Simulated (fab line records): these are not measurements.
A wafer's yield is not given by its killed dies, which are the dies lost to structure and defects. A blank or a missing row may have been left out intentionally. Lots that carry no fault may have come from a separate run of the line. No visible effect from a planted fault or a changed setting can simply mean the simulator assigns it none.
Comparing a struck lot with a sound one || flow n5 finfet || 33 out of 1938 route steps
Sound: these wafers, L237.2, L237.4, L237.5. The struck wafers were L243.3, L243.4, L243.6. The cause is named last.
Per side, at each step with rows, come the tool, then ch with its chambers, and then its first start. Under that, the readings that differ: sound wafers || struck wafers || difference of the means || sigmas: that difference in standard deviations of wafers without a fault.
alike: readings whose means differ by less than 2 such deviations, and words and numbers that are the same on both sides. not compared: withheld readings, readings that some wafer has no value for, bounds like >300 that may hide the same value, and numbers for which the record gives no deviation and whose values overlap.
The two part at a step that has a row with sigmas, a row that says differs or no value, or rows on one side only. Numbers that don't overlap but have no deviation are shown without sigmas and don't part them. A reading that every wafer of one side lacks parts them only if that side has two wafers or more.

first, 10 steps without rows for these wafers: N5_SD_EPI_P_PRECLEAN_51 (cleans in NF3:NH3, afs cycles 1, time 20 s, sublimation time 60 s); N5_SD_EPI_P_VAPOR_ETCH_44 (etches SiGe30 in NF3/Ar, time 3.3 s); N5_SD_EPI_P_EPI_21 (deposits SiGe:B, time 355 s); N5_SD_EPI_P_HM_STRIP_48 (strips SiNx in H3PO4, material SiNx, target depth 3 nm); N5_SD_EPI_P_SRD_49 (time 30 s); N5_SD_EPI_P_PRECLEAN_24 (cleans in O3/DIW, time 45 s); N5_SD_EPI_P_PRECLEAN_32 (cleans in dHF, time 10 s); N5_SD_EPI_P_PRECLEAN_33 (cleans in SC2, time 45 s); N5_SD_EPI_P_SRD_25 (time 30 s); N5_SD_ACTIVATION_RTA_00 (time 0 s).
N5_SD_ACTIVATION_LSA_01: time 0.0008 s.
  sound on laser anneal-01 ch 0, day 3 15:39; struck on laser anneal-01, day 5 13:44
  no value came back on the struck wafers for time s (s), wafer_temp_C_max; on the sound wafers time s (s) reads 0.0008 0.0008 0.0008
N5_SD_ACTIVATION_RS_MEAS_03: measures by four-point-probe.
  sound on film metro-02 at day 3 15:50; struck on film metro-01 at day 5 13:55
{"reading": "RS_SD_N (ohm/sq)", "sound": "21.79 21.75 21.66", "struck": "29.55 29.50 29.71", "difference": "+7.85", "sigmas": "+31"}
  alike: RS_SD_P
then, 19 steps without rows for these wafers: N5_ILD0_LINER_00 (material SiNx, target thk 4 nm, pulse time 1 s, purge time 2 s); N5_ILD0_FCVD_FILL_01 (material SiO2 flowable, target thk 200 nm, time 328.3 s); N5_ILD0_CURE_02 (time 1800 s); N5_ILD0_CMP_03 (polishes, stops on SiNx, t overpolish 1.9 s, target thk 197.38 nm); N5_ILD0_CMP_07 (polishes SiO2 flowable, stops on poly-Si, t overpolish 1.18 s, target thk 138.88 nm); N5_ILD0_PRECLEAN_10 (cleans in NF3:NH3, afs cycles 5, time 20 s, sublimation time 60 s); N5_ILD0_ALD_15 (deposits SiNx, target thk 24 nm, pulse time 1 s, ald cycles 480); N5_ILD0_CMP_12 (polishes SiNx, stops on poly-Si, t overpolish 6 s, target thk 17.67 nm); N5_SDB_HM_DEP_00 (deposits SiNx from SiH4/NH3/N2, target thk 40 nm, time 35.3 s); N5_SDB_COAT_03 (time 60 s, resist thk 100 nm); N5_SDB_COAT_04 (time 60 s, resist thk 18 nm); N5_SDB_COAT_05 (resist thk 90 nm); N5_SDB_EBR_07; N5_SDB_SOFTBAKE_06 (time 60 s); N5_SDB_EXPOSE_08 (exposes mask SDB); N5_SDB_PEB_09 (peb time 60 s); N5_SDB_DEVELOP_10 (develop time 30 s); N5_SDB_DESCUM_16 (chemistry O2, time 7.9 s); N5_SDB_ETCH_17 (etches SiARC in CF4, target depth 23.4 nm, time 39 s).
-- the record jumps here: 7 days lie between the struck wafers' starts before and after (it left off in module SDB and takes up again in module BEOL_M4, whose first step shown is number 1111 of the route) --
N5_BEOL_M4_RC_MEAS_101:
  sound on prober-02 ch 0, day 10 12:13; struck on prober-02 ch 0, day 12 02:12
{"reading": "RC_DENSE_N (ohm.um)", "sound": "19.5 20.5 20.3", "struck": "25.1 25.5 25.4", "difference": "+5.2", "sigmas": "+9"}
{"reading": "RC_N (ohm.um)", "sound": "16.1 16.8 16.5", "struck": "20.5 20.8 20.8", "difference": "+4.2", "sigmas": "+9"}
{"reading": "REXT_N (ohm.um)", "sound": "76.5 77.9 77.2", "struck": "88.5 90.7 90.9", "difference": "+12.8", "sigmas": "+6"}
{"reading": "RS_SD_N (ohm/sq)", "sound": "27.9 28.0 28.3", "struck": "36.5 36.3 36.1", "difference": "+8.2", "sigmas": "+23"}
  alike: DIBL_N, DIBL_P, IOFF_N, IOFF_P, ION_N, ION_P, SS_N, SS_P, VT_N, VT_P
-- here the record skips 4 days between the struck wafers' starts before and after, leaving off in module BEOL_M4 and picking up in module PASSIVATION (first step shown: number 1936 of the route) --
N5_PASSIVATION_PROBE_49:
  sound on prober-01 at day 14 23:33; struck on prober-02 at day 16 09:37
{"reading": "killed at front end", "sound": "55 53 59", "struck": "26 28 28", "difference": -28, "sigmas": -3}
  alike: defect limited yield, killed_at_M0_to_M3, killed_at_M4_up, killed at contacts, killed at other, killed dies, killed open, killed short, sort_bin_4_leakage, sort_bin_5_function, sort_bin_6_memory, sort n pass, sort yield pct

## WHERE THEY PART
At N5_SD_ACTIVATION_LSA_01 first; at N5_PASSIVATION_PROBE_49 last (within this record only).

WHY: what had been put in by the simulator
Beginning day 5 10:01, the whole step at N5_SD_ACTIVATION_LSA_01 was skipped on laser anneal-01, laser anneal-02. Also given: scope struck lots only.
